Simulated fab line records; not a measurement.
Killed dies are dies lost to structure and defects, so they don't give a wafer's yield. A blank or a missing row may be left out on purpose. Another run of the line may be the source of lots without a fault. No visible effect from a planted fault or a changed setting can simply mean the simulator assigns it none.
The tool behind it: which one? | flow nand harc | 39 wafers from 13 lots sampled at 5 of the route's 1302 steps

== WHAT EACH GAUGE READ, for each wafer ==
NHARC_P_CONTACT_OVL_MEAS_13. Usual: overlay x nm 0.0 nm, standard deviation 0.81; overlay y nm -0.1 nm, standard deviation 0.72.
lot  | measured     | on         | overlay x nm (nm) | overlay y nm (nm) | flag
L339 | day 6 05:28  | overlay-01 | 0.1 -0.9 -0.5     | -0.2 -0.2 -0.3    |
L340 | day 6 06:27  | overlay-01 | -1.0 -0.9 -0.7    | 0.7 0.1 1.3       |
L342 | day 7 01:19  | overlay-02 | -0.6 -0.6 -0.6    | 1.0 1.2 0.9       |
L345 | day 8 11:34  | overlay-02 | -0.7 0.1 0.1      | 0.3 0.4 0.1       |
L346 | day 8 20:11  | overlay-02 | -0.1 -0.1 -1.0    | 0.5 1.5 1.4       |
L347 | day 9 13:01  | overlay-02 | 2.1 1.6 2.0       | -0.8 -0.9 -1.1    |
L352 | day 11 06:06 | overlay-02 | -0.3 0.1 0.0      | 0.1 -0.5 -0.4     |
L354 | day 12 02:52 | overlay-01 | -1.2 -1.6 -1.4    | -0.6 -0.5 -0.3    |
L357 | day 13 16:22 | overlay-02 | -0.6 -0.1 -0.6    | -0.1 -0.8 -0.3    |
L358 | day 13 21:10 | overlay-02 | 0.5 0.8 0.3       | -0.3 -0.7 -0.3    |
L359 | day 14 09:38 | overlay-02 | 1.1 1.5 1.3       | -1.0 -0.7 -0.3    |
L361 | day 14 23:28 | overlay-02 | -1.0 -0.8 -1.4    | 0.3 0.1 0.4       |
L362 | day 15 11:04 | overlay-02 | -0.9 -1.1 -0.8    | 0.3 0.1 -0.1      |

NHARC_P_M0_OVL_MEAS_10: pitch 180 nm. Usual: overlay x nm 0.1 nm, standard deviation 0.67; overlay y nm 0.2 nm, standard deviation 0.75.
lot  | measured     | on         | overlay x nm (nm) | overlay y nm (nm) | flag
L339 | day 6 09:36  | overlay-01 | 0.3 0.0 0.3       | -0.3 -1.2 -0.5    |
L340 | day 6 10:29  | overlay-02 | 1.4 1.1 0.9       | 1.9 1.6 1.8       |
L342 | day 7 05:29  | overlay-01 | -1.2 -1.2 -1.6    | -1.5 -1.1 -1.4    |
L345 | day 8 15:40  | overlay-01 | 0.9 0.7 0.7       | 0.6 0.2 0.4       |
L346 | day 9 00:15  | overlay-01 | 1.5 0.7 1.4       | -0.6 0.2 -0.6     |
L347 | day 9 17:10  | overlay-01 | -0.1 0.5 0.1      | 0.8 0.8 1.0       |
L352 | day 11 10:08 | overlay-02 | 1.0 1.0 0.7       | 0.9 1.6 1.4       |
L354 | day 12 07:03 | overlay-02 | -0.1 -0.8 -0.2    | 0.0 -0.3 -0.2     |
L357 | day 13 20:32 | overlay-02 | 0.6 -0.1 0.4      | 1.0 1.4 1.3       |
L358 | day 14 01:12 | overlay-02 | 0.3 0.2 -0.1      | -0.3 0.0 0.1      |
L359 | day 14 14:25 | overlay-02 | 0.1 0.4 -0.1      | 0.0 -0.7 0.0      |
L361 | day 15 03:31 | overlay-01 | 0.2 0.4 -0.2      | -0.8 -1.2 -1.3    |
L362 | day 15 15:06 | overlay-01 | 0.4 0.2 -0.3      | 0.7 1.2 0.6       |

NHARC_END_SORT_01. Usual: value, then standard deviation, for each; defect limited yield 90 % / 3.3; killed at array 61 / 23; killed at other 1.3 / 1.4; killed at periphery 4.0 / 2.6; killed dies 66 / 22; killed open 3.4 / 1.8; killed short 2.3 / 1.4.
lot  | measured     | on        | defect limited yield (%) | killed at array | killed at other | killed at periphery | killed dies | killed open | killed short | flag
L339 | day 24 18:42 | prober-01 | 85 85 85                 | 98 97 102       | 1 0 1           | 2 7 1               | 101 104 104 | 4 2 3       | 2 4 2        |
L352 | day 29 22:10 | prober-02 | 92 90 90                 | 50 62 59        | 0 0 1           | 6 4 7               | 56 66 67    | 4 7 9       | 3 1 2        |
L358 | day 32 17:55 | prober-01 | 91 92 92                 | 53 47 50        | 1 0 0           | 7 5 4               | 61 52 54    | 4 0 4       | 3 1 3        |

== WHAT TOOL EACH LOT RAN ON (gives the tool, then ch and the chambers of the sampled wafers, and finally the start) ==
lot  | NHARC_P_CONTACT_ETCH_36                       | NHARC_P_M0_EXPOSE_06
L339 | rie diel-08 ch 0,1,3, day 6 09:22 or earlier  | arfi scanner-02 ch 0, day 6 09:22
L340 | rie diel-08 ch 0,1,3, day 6 10:15 or earlier  | arfi scanner-02 ch 0, day 6 10:15
L342 | rie diel-07 ch 0,1, day 7 05:16 or earlier    | arfi scanner-01 ch 0, day 7 05:16
L345 | rie diel-07 ch 2,3, day 8 15:26 or earlier    | arfi scanner-02 ch 0, day 8 15:26
L346 | rie diel-07 ch 0,1,3, day 9 00:02 or earlier  | arfi scanner-02 ch 0, day 9 00:02
L347 | rie diel-07 ch 1,2,3, day 9 16:56 or earlier  | arfi scanner-01 ch 0, day 9 16:56
L352 | rie diel-08 ch 0,1,3, day 11 09:55 or earlier | arfi scanner-01 ch 0, day 11 09:55
L354 | rie diel-02 ch 1,3, day 12 06:49 or earlier   | arfi scanner-03 ch 0, day 12 06:49
L357 | rie diel-07 ch 0,2,3, day 13 20:19 or earlier | arfi scanner-03 ch 0, day 13 20:19
L358 | rie diel-02 ch 0,1,2, day 14 00:58 or earlier | arfi scanner-03 ch 0, day 14 00:58
L359 | rie diel-08 ch 2,3, day 14 14:10 or earlier   | arfi scanner-01 ch 0, day 14 14:10
L361 | rie diel-02 ch 2,3, day 15 03:17 or earlier   | arfi scanner-01 ch 0, day 15 03:17
L362 | rie diel-08 ch 0,2,3, day 15 14:53 or earlier | arfi scanner-01 ch 0, day 15 14:53
- NHARC_P_CONTACT_ETCH_36: etches the open film in N2/H2, target depth 260 nm, time 406.25 s.
- NHARC_P_M0_EXPOSE_06: exposes mask P M0, target cd 90 nm.

== AS READ BY THE TOOLS THEMSELVES (means over the sampled wafers that have a number; for cases with no such wafer, the mark the record gives instead) ==
NHARC_P_CONTACT_ETCH_36. Usual: drypump motor current A 5.7 A, standard deviation 0.42; mfc ar sccm 0.007 sccm, standard deviation 0.01; oes product au 1.002 a.u., standard deviation 0.0075; rf vpp V 430.9 V, standard deviation 2.3; showerhead plenum p Torr 2.05 Torr, standard deviation 0.076; throttle valve pct 14.171 %, standard deviation 0.0084.
lot  | tool        | drypump motor current A (A) | mfc ar sccm (sccm) | oes product au (a.u.) | rf vpp V (V) | showerhead plenum p Torr (Torr) | throttle valve pct (%) | flag
L339 | rie diel-08 | 5.8                         | 0.001              | 1.005                 | 432.0        | 2.06                            | 14.169                 |
L340 | rie diel-08 | 5.8                         | 0.001              | 0.998                 | 430.9        | 2.06                            | 14.168                 |
L342 | rie diel-07 | 5.5                         | 0.003              | 1.001                 | 431.4        | 2.07                            | 14.179                 |
L345 | rie diel-07 | 5.6                         | 0.006              | 1.008                 | 432.3        | 2.12                            | 14.174                 |
L346 | rie diel-07 | 5.4                         | 0.003              | 0.992                 | 431.7        | 2.07                            | 14.178                 |
L347 | rie diel-07 | 5.8                         | 0.009              | 1.004                 | 431.0        | 2.07                            | 14.177                 |
L352 | rie diel-08 | 5.8                         | 0.001              | 0.998                 | 430.5        | 2.06                            | 14.176                 |
L354 | rie diel-02 | 5.9                         | 0.026              | 1.011                 | 429.2        | 2.00                            | 14.169                 |
L357 | rie diel-07 | 5.6                         | 0.006              | 1.003                 | 432.5        | 2.11                            | 14.168                 |
L358 | rie diel-02 | 5.8                         | 0.018              | 1.002                 | 430.0        | 2.06                            | 14.168                 |
L359 | rie diel-08 | 5.5                         | 0.005              | 1.003                 | 428.3        | 1.97                            | 14.165                 |
L361 | rie diel-02 | 6.0                         | 0.001              | 1.005                 | 430.8        | 2.04                            | 14.170                 |
L362 | rie diel-08 | 5.7                         | 0.003              | 0.994                 | 428.4        | 1.98                            | 14.173                 |

NHARC_P_M0_EXPOSE_06. Usual: exposure dose mJ cm2 at 81.27, with a standard deviation of 0.087.
lot  | tool            | exposure dose mJ cm2 | flag
L339 | arfi scanner-02 | 81.25                |
L340 | arfi scanner-02 | 81.43                |
L342 | arfi scanner-01 | 81.21                |
L345 | arfi scanner-02 | 81.87                | OFF
L346 | arfi scanner-02 | 82.08                | OFF
L347 | arfi scanner-01 | 81.21                |
L352 | arfi scanner-01 | 81.24                |
L354 | arfi scanner-03 | 81.34                |
L357 | arfi scanner-03 | 81.35                |
L358 | arfi scanner-03 | 81.32                |
L359 | arfi scanner-01 | 81.19                |
L361 | arfi scanner-01 | 81.31                |
L362 | arfi scanner-01 | 81.23                |

== THE ANSWER, worked out from the rows above alone ==
Rule: a lot is off if the mean of its wafers that have a number lies more than 3 standard deviations from the usual mean. Also off: a lot with no number at a reading for which 4 or more lots have one. All remaining lots with rows at the step are treated as sound. First the gauges in route order, then the tools' own readings, where a lot's mean is used as printed above. The first step at which some lot is off is used, and at that step the reading that is off furthest; a lot without a number counts as furthest.
Off at NHARC_P_M0_EXPOSE_06 (exposure dose mJ cm2): L345, L346.
If a tool, at that step or one of the process steps before it, ran each lot that is off and ran no sound lot following the first of them, it fits. Because NHARC_P_CONTACT_ETCH_36 lacks a start for some lots, the hours and order of its lots are taken from NHARC_P_M0_EXPOSE_06. One fits: arfi scanner-02 at NHARC_P_M0_EXPOSE_06. Its last sound lot is L340 (day 6 10:15), its first lot that is off L345 (day 8 15:26): a fault that began between those two fits.
The tool's own readings at NHARC_P_M0_EXPOSE_06 bear it out: on the lots that are off they differ by more than 5 times the standard deviation of the sound lots' means. exposure dose mJ cm2 reads 81.97 there against 81.28 on the sound lots.

== WHAT HAD BEEN PUT IN BY THE SIMULATOR ==
Process parameters drifting: arfi scanner-02 at NHARC_P_M0_EXPOSE_06, beginning at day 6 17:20. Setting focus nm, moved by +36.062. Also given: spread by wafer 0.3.
Lots struck among those shown: L345, L346. The rule above found the same.
